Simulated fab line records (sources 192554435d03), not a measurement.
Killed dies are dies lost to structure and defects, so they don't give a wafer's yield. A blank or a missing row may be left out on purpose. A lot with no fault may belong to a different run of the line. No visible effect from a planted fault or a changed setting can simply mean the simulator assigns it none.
Chamber matching -- flow n5 finfet -- cmp-04 running N5_ILD0_CMP_07: 4 sister chambers
The step polishes SiO2 flowable, stops on poly-Si, t overpolish 1.18 s, target thk 138.88 nm. 16 wafers are shown with their chamber, then 8 later ones without.

## WAFERS WITH THEIR CHAMBER
wafer,chamber,motor current A (A)
L075.2,0,10.7
L075.3,3,10.1
L075.5,1,11.7
L077.2,1,12.6
L077.3,3,9.6
L077.5,3,10.0
L078.3,1,11.8
L078.4,2,14.2
L078.6,2,14.8
L080.3,1,11.2
L080.4,0,10.6
L080.5,0,10.1
L083.1,3,9.9
L083.4,1,11.4
L083.5,0,11.2
L084.4,2,14.4

SIGNATURES (means of the wafers above)
reading,chamber 0,chamber 1,chamber 2,chamber 3,scatter within a chamber
motor current A,10.650,11.740,14.467,9.900,0.417
Rule: a wafer lies at a distance from a chamber equal to the root of the sum of squares, over the readings, of (its reading less the chamber's mean, divided by the reading's scatter). The wafer belongs to the nearest chamber; if the next one is less than 2 further off, it can't be placed. How the scatter is found: for the shown wafers, subtract from each reading the mean of its chamber, square and add these, divide the total by (wafers less chambers), then take the root.

## WAFERS WITHOUT THEIR CHAMBER
wafer,motor current A (A)
L084.5,10.0
L084.6,10.8
L087.2,14.2
L087.3,11.5
L087.4,9.8
L090.1,10.3
L090.2,11.6
L090.4,10.7

## WHICH CHAMBER EACH WENT THROUGH
wafer,from the rows above,in truth
L084.5,can't be placed: 3 or 0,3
L084.6,can't be placed: 0 or 3 or 1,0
L087.2,2,2
L087.3,can't be placed: 1 or 0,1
L087.4,can't be placed: 3 or 0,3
L090.1,can't be placed: 0 or 3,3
L090.2,can't be placed: 1 or 0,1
L090.4,can't be placed: 0 or 3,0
Correct placement for 1 of the 8. Cannot be placed on the basis of these rows: 7; the candidates contain the true chamber in 7. Number placed wrongly: 0.
